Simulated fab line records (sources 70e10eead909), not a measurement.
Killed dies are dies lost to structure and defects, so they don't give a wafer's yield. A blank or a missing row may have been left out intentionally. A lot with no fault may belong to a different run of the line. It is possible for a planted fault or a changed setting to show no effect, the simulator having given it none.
Which tool is to blame? | flow nand harc | 24 lots, 72 wafers sampled, at 2 steps of a route of 1302

## WHAT THE GAUGES SHOWED, per wafer
NHARC_A_SLIT_CD_MEAS_09: target cd 300 nm.
lot  | measured     | on        | cd nm (nm)
L075 | day 20 09:59 | cd sem-03 | 300.4 299.8 299.9
L074 | day 20 10:48 | cd sem-03 | 298.8 299.7 299.5
L076 | day 20 11:52 | cd sem-03 | 300.3 301.3 301.1
L077 | day 21 14:17 | cd sem-01 | 301.0 300.8 300.6
L082 | day 23 18:33 | cd sem-03 | 300.4 300.8 301.2
L081 | day 23 19:20 | cd sem-02 | 299.1 299.5 299.3
L078 | day 23 22:05 | cd sem-02 | 300.4 301.1 300.8
L084 | day 24 11:38 | cd sem-01 | 300.7 300.3 300.0
L080 | day 24 11:47 | cd sem-03 | 299.8 299.9 299.2
L083 | day 24 15:26 | cd sem-01 | 301.0 300.5 300.0
L079 | day 25 09:28 | cd sem-02 | 300.2 299.3 299.5
L085 | day 25 09:41 | cd sem-02 | 300.8 301.2 301.0
L086 | day 25 12:46 | cd sem-02 | 301.3 301.6 301.1
L088 | day 25 13:37 | cd sem-01 | 299.8 299.3 300.0
L087 | day 25 17:23 | cd sem-03 | 300.3 300.0 299.6
L089 | day 25 21:44 | cd sem-01 | 299.4 299.6 299.4
L090 | day 26 02:22 | cd sem-01 | 300.7 301.0 300.7
L091 | day 26 03:46 | cd sem-01 | 298.6 298.8 299.0
L092 | day 27 10:58 | cd sem-01 | 300.4 300.5 300.1
L093 | day 27 22:33 | cd sem-01 | 299.2 299.3 299.5
L094 | day 27 23:30 | cd sem-03 | 299.7 299.8 299.9
L095 | day 29 10:31 | cd sem-01 | 299.8 299.3 299.9
L096 | day 29 12:26 | cd sem-02 | 299.4 299.5 299.4
L097 | day 30 22:22 | cd sem-01 | 300.6 299.9 299.7

NHARC_A_SLIT_OVL_MEAS_10.
lot  | measured     | on         | overlay x nm (nm) | overlay y nm (nm)
L075 | day 20 10:04 | overlay-02 | 0.0 -0.2 -0.6     | -0.4 -0.1 0.4
L074 | day 20 10:53 | overlay-02 | 0.4 -0.1 0.4      | 1.0 1.0 0.4
L076 | day 20 11:57 | overlay-02 | 0.6 -0.7 0.1      | 0.0 0.1 -0.5
L077 | day 21 14:23 | overlay-02 | 0.2 0.2 1.3       | 0.5 0.7 0.5
L082 | day 23 18:38 | overlay-02 | 0.7 0.2 0.4       | 0.8 0.7 0.4
L081 | day 23 19:25 | overlay-01 | -0.2 0.4 0.0      | -0.2 -0.2 -0.5
L078 | day 23 22:10 | overlay-01 | -1.5 -1.3 -1.6    | -1.0 -1.0 -1.1
L084 | day 24 11:44 | overlay-02 | 0.2 -0.5 -0.2     | 0.1 -0.1 -0.2
L080 | day 24 11:53 | overlay-01 | 0.1 0.5 -0.2      | 0.9 0.3 0.0
L083 | day 24 15:32 | overlay-01 | 0.1 0.1 -0.1      | -0.1 0.1 0.8
L079 | day 25 09:34 | overlay-02 | -0.5 -0.5 -0.3    | -0.9 -0.4 -1.1
L085 | day 25 09:46 | overlay-02 | 0.0 -0.3 0.0      | 0.2 0.7 0.9
L086 | day 25 12:52 | overlay-02 | -0.4 -0.1 0.0     | -0.6 -0.4 -0.2
L088 | day 25 13:41 | overlay-01 | 0.4 1.3 0.3       | 0.1 0.3 -0.2
L087 | day 25 17:28 | overlay-01 | -0.2 -0.2 -0.7    | 1.3 1.4 1.7
L089 | day 25 21:49 | overlay-01 | 0.5 0.4 -0.1      | 0.6 0.2 0.6
L090 | day 26 02:27 | overlay-02 | 1.8 2.0 1.5       | 1.9 1.6 1.2
L091 | day 26 03:51 | overlay-01 | 0.4 0.5 1.0       | 0.4 0.0 0.3
L092 | day 27 11:03 | overlay-02 | 0.5 0.8 0.7       | 0.1 -0.3 0.1
L093 | day 27 22:38 | overlay-01 | -1.6 -1.6 -1.5    | -0.9 -0.2 -0.7
L094 | day 27 23:35 | overlay-02 | -0.6 -0.1 0.0     | -0.7 0.1 -0.6
L095 | day 29 10:36 | overlay-02 | 1.8 1.9 1.7       | 2.2 1.8 1.5
L096 | day 29 12:31 | overlay-01 | -1.0 -0.5 -0.6    | -0.4 -0.3 -0.5
L097 | day 30 22:26 | overlay-01 | -0.3 -0.8 -0.4    | -0.6 -0.3 -0.2

## WHAT TOOL EACH LOT RAN ON (gives the tool, then ch and the chambers of the sampled wafers, and finally the start)
No process step before these readings appears in the record.

## WHAT THE TOOLS THEMSELVES READ (means of the sampled wafers that have a number; where no wafer has one, the mark that the record gives instead)
The record holds no such reading with a usual standard deviation.

## THE ANSWER, worked out from the rows above alone
Rule: the usual values come from the lots themselves. The widest of any qualifying gaps counts: lots, ordered by their means at a reading, are off when they make up no more than a third of the lots, leave a main group of 4 or more, and stand apart from it by 3 or more times the standard deviation of that group's means. Not used: any main group whose means are identical at the precision the tables above print for the reading. A lot without any number at a reading at which 4 lots or more have one is off too. All remaining lots with rows at the step are treated as sound. After the gauges, taken in route order, come the tools' own readings; for these a lot's mean is taken, as printed above. The first step at which some lot is off is used, and at that step the reading that is off furthest; a lot without a number counts as furthest.
Across all readings shown, no lot is off: no conclusion can be drawn from this.

## WHAT WAS PUT IN BY THE SIMULATOR
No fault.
